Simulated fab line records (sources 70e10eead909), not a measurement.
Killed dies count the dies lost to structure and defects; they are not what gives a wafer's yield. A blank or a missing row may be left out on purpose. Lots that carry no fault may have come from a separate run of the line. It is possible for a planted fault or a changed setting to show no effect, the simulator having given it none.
Struck lot and sound lot, side by side -- flow nandHarc -- 15 out of 1159 route steps
Sound: these wafers, L706.2, L706.5, L706.6. Struck: wafer L716.2 (left out: L716.4, L716.5 of the same lot, which were not struck); the cause appears at the end.
For every step that has rows: the tool of each side, followed by ch and its chambers, followed by its first start. Under that, the readings that differ: sound wafers -- struck wafers -- difference of the means -- sigmas: that difference in standard deviations of wafers without a fault.
alike: readings whose means differ by less than 2 such deviations, and words and numbers that are the same on both sides. not compared: withheld readings, readings that some wafer has no value for, bounds like >300 that may hide the same value, and numbers for which the record gives no deviation and whose values overlap.
Wherever a step has rows on one side only, a row that says differs or no value, or a row with sigmas, the two part there. Numbers that don't overlap but have no deviation are shown without sigmas and don't part them. Lack of a reading on every wafer of one side parts them only where that side has two or more wafers.

NHARC_A_CONTACT_ETCH_137: etches the open film in C4F8/O2/Ar, time 132 s, target depth 1287 nm.
  sound on harCapEtch-02 ch 0,1, day 19 07:58; struck on harCapEtch-01 ch 0, day 21 22:50
  not compared: rfHoursCounterH
NHARC_A_CONTACT_ETCH_138: etches the open film in C4F8/O2/Ar, time 132 s, target depth 1289 nm.
  sound on harCapEtch-02 ch 0,1, day 19 08:05; struck on harCapEtch-01 ch 0, day 21 22:58
  not compared: rfHoursCounterH
NHARC_A_CONTACT_ETCH_139: etches the open film in C4F8/O2/Ar, time 137 s, target depth 590 nm.
  sound on harCapEtch-02 ch 0,1, day 19 08:13; struck on harCapEtch-01 ch 0, day 21 23:05
  not compared: rfHoursCounterH
then, 1 step without rows for these wafers: NHARC_A_CONTACT_ETCH_92 (etches the open film in CH3F/O2, target depth 40 nm, time 85.7 s).
NHARC_A_CONTACT_ETCH_98: etches the open film in C4F6/O2, target depth 20 nm, time 10 s.
  sound: rieDiel-06 ch 0,1,2; struck: rieDiel-06 ch 0
reading,sound,struck,difference,sigmas
showerheadPlenumPTorr (Torr),4.22 3.69 3.69,4.21,+0.34,+2
  alike: drypumpMotorCurrentA, oesProductAu, rfVppV, throttleValvePct
  not compared: rfHoursCounterH
NHARC_A_CONTACT_CD_MEAS_15:
  struck on cdSem-02, day 21 23:42; sound on cdSem-01, day 19 08:59
  alike: cdNm
then, 3 steps without rows for these wafers: NHARC_A_CONTACT_STRIP_107 (strips in N2/H2); NHARC_A_CONTACT_STRIP_108 (strips in CF4/CHF3); NHARC_A_CONTACT_STRIP_109 (strips in O2/COS).
NHARC_A_CONTACT_ETCH_110: etches the open film in CF4/O2, target depth 50 nm, overetch 5 nm, time 27.5 s.
  sound on rieDiel-08 ch 0,2,3, day 19 09:26; struck on rieDiel-08 ch 2, day 21 23:59
reading,sound,struck,difference,sigmas
rfVppV (V),199.5 195.4 195.2,200.2,+3.5,+2
  alike: drypumpMotorCurrentA, oesProductAu, showerheadPlenumPTorr, throttleValvePct
  not compared: rfHoursCounterH
then, 2 steps without rows for these wafers: NHARC_A_CONTACT_STRIP_26 (strips in O2); NHARC_A_CONTACT_STRIP_27 (strips in post etch residue remover, time 600 s).
NHARC_A_CONTACT_ALD_18: deposits TiN, target thk 3 nm, pulse time 1 s, ald cycles 150.
  sound on aldMetal-04 ch 0,1, day 19 10:08; struck on aldMetal-04 ch 3, day 22 00:42
reading,sound,struck,difference,sigmas
aldCycles,150 150 150,146,-4,
  alike: heaterPowerOuterW, heaterPowerW, precursorPulseHeightRel
then, 1 step without rows for these wafers: NHARC_A_CONTACT_CVD_19 (deposits W, target thk 300 nm, time 802 s).
-- the record jumps here: 2 days lie between the struck wafers' starts before and after (it left off in module A_CONTACT and takes up again in module END, whose first step shown is number 1159 of the route) --
NHARC_END_SORT_01:
  only the struck wafers appear in the record here, on prober-01 ch 0 at day 24 04:50; the sound ones have no rows

## WHERE THEY PART
At NHARC_A_CONTACT_ETCH_98 first; at NHARC_END_SORT_01 last (within this record only).

WHY: whatever the simulator had introduced
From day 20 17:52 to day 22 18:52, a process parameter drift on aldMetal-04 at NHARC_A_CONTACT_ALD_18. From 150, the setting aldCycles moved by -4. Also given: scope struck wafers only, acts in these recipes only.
